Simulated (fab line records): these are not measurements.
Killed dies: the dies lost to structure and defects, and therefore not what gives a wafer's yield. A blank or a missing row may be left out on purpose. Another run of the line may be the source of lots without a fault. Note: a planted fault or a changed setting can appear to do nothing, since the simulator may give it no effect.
Which tool is to blame? :: flow n5 finfet :: 12 lots with 31 wafers sampled at 6 steps, on a route of 1938 steps

## WHAT EACH GAUGE READ, for each wafer
Not one reading of a measure or inspect step in the record can be checked against a usual standard deviation.

## EACH LOT AND THE TOOL THAT RAN IT (in order: tool; ch and the chambers of the sampled wafers; start)
lot: L198
N5_BEOL_M12_DESCUM_33: rie diel-02 ch 1,2,3, day 10 18:04
N5_BEOL_M12_DEGAS_41: pvd sputter-03, day 10 20:38
N5_BEOL_M12_SPUTTER_44: pvd sputter-03, day 10 20:48
N5_BEOL_M12_SPUTTER_45: pvd sputter-03, day 10 20:53
N5_BEOL_M12_CMP_49: cmp-04 ch 1,2,3, day 10 21:26
N5_PASSIVATION_PROBE_49: -

lot: L199
N5_BEOL_M12_DESCUM_33: rie diel-02 ch 2,3, day 11 00:29
N5_BEOL_M12_DEGAS_41: pvd sputter-03, day 11 01:50
N5_BEOL_M12_SPUTTER_44: pvd sputter-03, day 11 02:00
N5_BEOL_M12_SPUTTER_45: pvd sputter-03, day 11 02:05
N5_BEOL_M12_CMP_49: cmp-02 ch 1,2, day 11 02:45
N5_PASSIVATION_PROBE_49: -

lot: L201
N5_BEOL_M12_DESCUM_33: rie diel-01 ch 2,3, day 11 09:06
N5_BEOL_M12_DEGAS_41: pvd sputter-03, day 11 10:54
N5_BEOL_M12_SPUTTER_44: pvd sputter-03, day 11 11:04
N5_BEOL_M12_SPUTTER_45: pvd sputter-03, day 11 11:08
N5_BEOL_M12_CMP_49: cmp-03 ch 0,2, day 11 11:49
N5_PASSIVATION_PROBE_49: -

lot: L205
N5_BEOL_M12_DESCUM_33: rie diel-02 ch 0,3, day 12 14:58
N5_BEOL_M12_DEGAS_41: pvd sputter-03, day 12 16:19
N5_BEOL_M12_SPUTTER_44: pvd sputter-03, day 12 16:29
N5_BEOL_M12_SPUTTER_45: pvd sputter-03, day 12 16:34
N5_BEOL_M12_CMP_49: cmp-03 ch 0,1, day 12 17:23
N5_PASSIVATION_PROBE_49: -

lot: L210
N5_BEOL_M12_DESCUM_33: rie diel-06 ch 1,2,3, day 13 23:41
N5_BEOL_M12_DEGAS_41: pvd sputter-01, day 14 02:48
N5_BEOL_M12_SPUTTER_44: pvd sputter-01, day 14 02:58
N5_BEOL_M12_SPUTTER_45: pvd sputter-01, day 14 03:02
N5_BEOL_M12_CMP_49: cmp-04 ch 0,2,3, day 14 03:41
N5_PASSIVATION_PROBE_49: -

lot: L211
N5_BEOL_M12_DESCUM_33: rie diel-06 ch 2,3, day 14 07:15
N5_BEOL_M12_DEGAS_41: pvd sputter-01, day 14 09:04
N5_BEOL_M12_SPUTTER_44: pvd sputter-01, day 14 09:15
N5_BEOL_M12_SPUTTER_45: pvd sputter-01, day 14 09:20
N5_BEOL_M12_CMP_49: cmp-03 ch 0,1,3, day 14 10:12
N5_PASSIVATION_PROBE_49: -

lot: L212
N5_BEOL_M12_DESCUM_33: rie diel-06 ch 0,1, day 14 08:10
N5_BEOL_M12_DEGAS_41: pvd sputter-01, day 14 09:32
N5_BEOL_M12_SPUTTER_44: pvd sputter-01, day 14 09:43
N5_BEOL_M12_SPUTTER_45: pvd sputter-01, day 14 09:49
N5_BEOL_M12_CMP_49: cmp-04 ch 1,2, day 14 10:53
N5_PASSIVATION_PROBE_49: prober-02, day 16 00:10

lot: L217
N5_BEOL_M12_DESCUM_33: rie diel-02 ch 0,1, day 15 05:00
N5_BEOL_M12_DEGAS_41: pvd sputter-03, day 15 08:11
N5_BEOL_M12_SPUTTER_44: pvd sputter-03, day 15 08:22
N5_BEOL_M12_SPUTTER_45: pvd sputter-03, day 15 08:27
N5_BEOL_M12_CMP_49: cmp-03 ch 0,1,3, day 15 09:01
N5_PASSIVATION_PROBE_49: prober-02, day 16 20:38

lot: L215
N5_BEOL_M12_DESCUM_33: rie diel-02 ch 0,2, day 15 05:29
N5_BEOL_M12_DEGAS_41: pvd sputter-02, day 15 08:12
N5_BEOL_M12_SPUTTER_44: pvd sputter-02, day 15 08:22
N5_BEOL_M12_SPUTTER_45: pvd sputter-02, day 15 08:26
N5_BEOL_M12_CMP_49: cmp-04 ch 2, day 15 09:00
N5_PASSIVATION_PROBE_49: -

lot: L216
N5_BEOL_M12_DESCUM_33: rie diel-06 ch 0,3, day 15 08:15
N5_BEOL_M12_DEGAS_41: pvd sputter-01, day 15 10:44
N5_BEOL_M12_SPUTTER_44: pvd sputter-01, day 15 10:54
N5_BEOL_M12_SPUTTER_45: pvd sputter-01, day 15 10:59
N5_BEOL_M12_CMP_49: cmp-03 ch 0,3, day 15 11:33
N5_PASSIVATION_PROBE_49: -

lot: L214
N5_BEOL_M12_DESCUM_33: rie diel-01 ch 2,3, day 15 14:22
N5_BEOL_M12_DEGAS_41: pvd sputter-01, day 15 21:05
N5_BEOL_M12_SPUTTER_44: pvd sputter-01, day 15 21:15
N5_BEOL_M12_SPUTTER_45: pvd sputter-01, day 15 21:20
N5_BEOL_M12_CMP_49: cmp-03 ch 0,1, day 15 21:53
N5_PASSIVATION_PROBE_49: prober-02, day 17 05:29

lot: L218
N5_BEOL_M12_DESCUM_33: rie diel-02 ch 2, day 16 04:22
N5_BEOL_M12_DEGAS_41: pvd sputter-02, day 16 06:05
N5_BEOL_M12_SPUTTER_44: pvd sputter-02, day 16 06:14
N5_BEOL_M12_SPUTTER_45: pvd sputter-02, day 16 06:19
N5_BEOL_M12_CMP_49: cmp-03 ch 1, day 16 07:02
N5_PASSIVATION_PROBE_49: -
- N5_BEOL_M12_DESCUM_33: chemistry O2, time 7.9 s.
- N5_BEOL_M12_DEGAS_41: time 60 s.
- N5_BEOL_M12_SPUTTER_44: material Ta, target thk 10 nm, time 16.13 s.
- N5_BEOL_M12_SPUTTER_45: material Cu, target thk 80 nm, time 13.33 s.
- N5_BEOL_M12_CMP_49: polishes, stops on SiOC, t overpolish 20.6 s, target thk 320 nm.
- N5_PASSIVATION_PROBE_49

## WHAT THE TOOLS THEMSELVES READ (means of the sampled wafers that have a number; where no wafer has one, the mark that the record gives instead)
N5_BEOL_M12_DESCUM_33. Usual: drypump motor current A 5.7 A, standard deviation 0.52; oes product au 0.81 a.u., standard deviation 0.063; rf vpp V 243.2 V, standard deviation 1.4; showerhead plenum p Torr 2.10 Torr, standard deviation 0.087; throttle valve pct 20.40 %, standard deviation 0.17.
lot: L198
tool: rie diel-02
drypump motor current A (A): 5.3
oes product au (a.u.): 0.80
rf vpp V (V): 243.2
showerhead plenum p Torr (Torr): 2.12
throttle valve pct (%): 20.42
flag: 

lot: L199
tool: rie diel-02
drypump motor current A (A): 5.2
oes product au (a.u.): 0.80
rf vpp V (V): 243.6
showerhead plenum p Torr (Torr): 2.12
throttle valve pct (%): 20.51
flag: 

lot: L201
tool: rie diel-01
drypump motor current A (A): 6.0
oes product au (a.u.): 0.83
rf vpp V (V): 242.1
showerhead plenum p Torr (Torr): 2.03
throttle valve pct (%): 20.30
flag: 

lot: L205
tool: rie diel-02
drypump motor current A (A): 5.2
oes product au (a.u.): 0.81
rf vpp V (V): 242.4
showerhead plenum p Torr (Torr): 2.05
throttle valve pct (%): 20.31
flag: 

lot: L210
tool: rie diel-06
drypump motor current A (A): 5.7
oes product au (a.u.): 0.79
rf vpp V (V): 243.3
showerhead plenum p Torr (Torr): 2.13
throttle valve pct (%): 20.49
flag: 

lot: L211
tool: rie diel-06
drypump motor current A (A): 5.3
oes product au (a.u.): 0.81
rf vpp V (V): 244.9
showerhead plenum p Torr (Torr): 2.20
throttle valve pct (%): 20.50
flag: 

lot: L212
tool: rie diel-06
drypump motor current A (A): 5.8
oes product au (a.u.): 0.79
rf vpp V (V): 244.6
showerhead plenum p Torr (Torr): 2.15
throttle valve pct (%): 20.58
flag: 

lot: L217
tool: rie diel-02
drypump motor current A (A): 5.7
oes product au (a.u.): 0.77
rf vpp V (V): 242.7
showerhead plenum p Torr (Torr): 2.10
throttle valve pct (%): 20.24
flag: 

lot: L215
tool: rie diel-02
drypump motor current A (A): 5.8
oes product au (a.u.): 0.78
rf vpp V (V): 244.2
showerhead plenum p Torr (Torr): 2.16
throttle valve pct (%): 20.31
flag: 

lot: L216
tool: rie diel-06
drypump motor current A (A): 5.3
oes product au (a.u.): 0.81
rf vpp V (V): 244.6
showerhead plenum p Torr (Torr): 2.21
throttle valve pct (%): 20.53
flag: 

lot: L214
tool: rie diel-01
drypump motor current A (A): 6.2
oes product au (a.u.): 0.81
rf vpp V (V): 241.9
showerhead plenum p Torr (Torr): 2.02
throttle valve pct (%): 20.31
flag: 

lot: L218
tool: rie diel-02
drypump motor current A (A): 5.8
oes product au (a.u.): 0.77
rf vpp V (V): 243.8
showerhead plenum p Torr (Torr): 2.22
throttle valve pct (%): 20.52
flag: 

N5_BEOL_M12_DEGAS_41. Usual: heater power w reads 325 W (standard deviation 31).
lot: L198
tool: pvd sputter-03
heater power w (W): 300
flag: 

lot: L199
tool: pvd sputter-03
heater power w (W): 336
flag: 

lot: L201
tool: pvd sputter-03
heater power w (W): 280
flag: 

lot: L205
tool: pvd sputter-03
heater power w (W): 341
flag: 

lot: L210
tool: pvd sputter-01
heater power w (W): 349
flag: 

lot: L211
tool: pvd sputter-01
heater power w (W): 303
flag: 

lot: L212
tool: pvd sputter-01
heater power w (W): 320
flag: 

lot: L217
tool: pvd sputter-03
heater power w (W): 317
flag: 

lot: L215
tool: pvd sputter-02
heater power w (W): 322
flag: 

lot: L216
tool: pvd sputter-01
heater power w (W): 331
flag: 

lot: L214
tool: pvd sputter-01
heater power w (W): 300
flag: 

lot: L218
tool: pvd sputter-02
heater power w (W): 335
flag: 

N5_BEOL_M12_SPUTTER_44. Usual: throttle valve pct reads 29.5 % (standard deviation 1.2).
lot: L198
tool: pvd sputter-03
throttle valve pct (%): 30.8
flag: 

lot: L199
tool: pvd sputter-03
throttle valve pct (%): 30.4
flag: 

lot: L201
tool: pvd sputter-03
throttle valve pct (%): 30.5
flag: 

lot: L205
tool: pvd sputter-03
throttle valve pct (%): 30.4
flag: 

lot: L210
tool: pvd sputter-01
throttle valve pct (%): 27.7
flag: 

lot: L211
tool: pvd sputter-01
throttle valve pct (%): 28.8
flag: 

lot: L212
tool: pvd sputter-01
throttle valve pct (%): 28.4
flag: 

lot: L217
tool: pvd sputter-03
throttle valve pct (%): 30.3
flag: 

lot: L215
tool: pvd sputter-02
throttle valve pct (%): 29.9
flag: 

lot: L216
tool: pvd sputter-01
throttle valve pct (%): 29.2
flag: 

lot: L214
tool: pvd sputter-01
throttle valve pct (%): 28.9
flag: 

lot: L218
tool: pvd sputter-02
throttle valve pct (%): 29.3
flag: 

N5_BEOL_M12_SPUTTER_45. Usual: throttle valve pct reads 29.5 % (standard deviation 1.1).
lot: L198
tool: pvd sputter-03
throttle valve pct (%): 30.7
flag: 

lot: L199
tool: pvd sputter-03
throttle valve pct (%): 30.6
flag: 

lot: L201
tool: pvd sputter-03
throttle valve pct (%): 30.2
flag: 

lot: L205
tool: pvd sputter-03
throttle valve pct (%): 30.6
flag: 

lot: L210
tool: pvd sputter-01
throttle valve pct (%): 27.6
flag: 

lot: L211
tool: pvd sputter-01
throttle valve pct (%): 29.0
flag: 

lot: L212
tool: pvd sputter-01
throttle valve pct (%): 28.3
flag: 

lot: L217
tool: pvd sputter-03
throttle valve pct (%): 30.1
flag: 

lot: L215
tool: pvd sputter-02
throttle valve pct (%): 29.8
flag: 

lot: L216
tool: pvd sputter-01
throttle valve pct (%): 29.3
flag: 

lot: L214
tool: pvd sputter-01
throttle valve pct (%): 28.9
flag: 

lot: L218
tool: pvd sputter-02
throttle valve pct (%): 29.4
flag: 

N5_BEOL_M12_CMP_49. Usual: barrier field endpoint s 30.6 s, standard deviation 0.72; motor current A 5.8 A, standard deviation 0.45.
lot: L198
tool: cmp-04
barrier field endpoint s (s): 30.8
motor current A (A): 5.6
flag: 

lot: L199
tool: cmp-02
barrier field endpoint s (s): 27.1
motor current A (A): 6.0
flag: OFF

lot: L201
tool: cmp-03
barrier field endpoint s (s): 24.6
motor current A (A): 6.0
flag: OFF

lot: L205
tool: cmp-03
barrier field endpoint s (s): 27.9
motor current A (A): 5.5
flag: OFF

lot: L210
tool: cmp-04
barrier field endpoint s (s): 30.3
motor current A (A): 5.8
flag: 

lot: L211
tool: cmp-03
barrier field endpoint s (s): 31.5
motor current A (A): 5.5
flag: 

lot: L212
tool: cmp-04
barrier field endpoint s (s): 31.4
motor current A (A): 6.2
flag: 

lot: L217
tool: cmp-03
barrier field endpoint s (s): 31.7
motor current A (A): 5.6
flag: 

lot: L215
tool: cmp-04
barrier field endpoint s (s): 29.9
motor current A (A): 6.1
flag: 

lot: L216
tool: cmp-03
barrier field endpoint s (s): 31.0
motor current A (A): 5.9
flag: 

lot: L214
tool: cmp-03
barrier field endpoint s (s): 29.7
motor current A (A): 5.6
flag: 

lot: L218
tool: cmp-03
barrier field endpoint s (s): 30.6
motor current A (A): 5.5
flag: 

N5_PASSIVATION_PROBE_49. Usual: defect limited yield 91.5 %, standard deviation 1.6; killed_at_M0_to_M3 33, standard deviation 10; killed_at_M4_up 13, standard deviation 5.6; killed at contacts 13, standard deviation 6; killed at front end 39, standard deviation 12; killed at other 3.0, standard deviation 2.8; killed dies 101, standard deviation 19; killed open 65, standard deviation 13; killed short 32, standard deviation 8.3; sort_bin_5_function 5.0 %, standard deviation 1; sort_bin_6_memory 3.1 %, standard deviation 0.69; sort n pass 1079, standard deviation 19; sort yield pct 91.5 %, standard deviation 1.6.
lot: L212
tool: prober-02
defect limited yield (%): 91.7
killed_at_M0_to_M3: 35
killed_at_M4_up: 9
killed at contacts: 12
killed at front end: 37
killed at other: 5.7
killed dies: 98
killed open: 63
killed short: 35
sort_bin_5_function (%): 4.6
sort_bin_6_memory (%): 3.3
sort n pass: 1082
sort yield pct (%): 91.7
flag: 

lot: L217
tool: prober-02
defect limited yield (%): 89.8
killed_at_M0_to_M3: 44
killed_at_M4_up: 12
killed at contacts: 24
killed at front end: 32
killed at other: 8.0
killed dies: 121
killed open: 85
killed short: 35
sort_bin_5_function (%): 6.3
sort_bin_6_memory (%): 3.6
sort n pass: 1059
sort yield pct (%): 89.8
flag: 

lot: L214
tool: prober-02
defect limited yield (%): 93.9
killed_at_M0_to_M3: 19
killed_at_M4_up: 9
killed at contacts: 14
killed at front end: 28
killed at other: 1.0
killed dies: 72
killed open: 47
killed short: 20
sort_bin_5_function (%): 3.3
sort_bin_6_memory (%): 2.5
sort n pass: 1108
sort yield pct (%): 93.9
flag: 

## THE ANSWER, worked out from the rows above alone
Rule: take the mean of a lot's wafers that have a number; if it is more than 3 standard deviations from the usual mean, the lot is off. Also off: a lot with no number at a reading for which 4 or more lots have one. Any other lot the step has rows for is counted as sound. Order of review: gauges by route order, followed by the tools' own readings, for which a lot's mean as printed above is used. At the first step where some lot is off, the reading lying furthest off is the one used; lots without a number count as furthest.
Off at N5_BEOL_M12_CMP_49 (barrier field endpoint s): L199, L201, L205.
A tool fits if, at that step or a process step before it, it ran every lot that is off, and no sound lot after the first of them. Not one of the candidates tried fits.

## WHAT THE SIMULATOR HAD INSERTED
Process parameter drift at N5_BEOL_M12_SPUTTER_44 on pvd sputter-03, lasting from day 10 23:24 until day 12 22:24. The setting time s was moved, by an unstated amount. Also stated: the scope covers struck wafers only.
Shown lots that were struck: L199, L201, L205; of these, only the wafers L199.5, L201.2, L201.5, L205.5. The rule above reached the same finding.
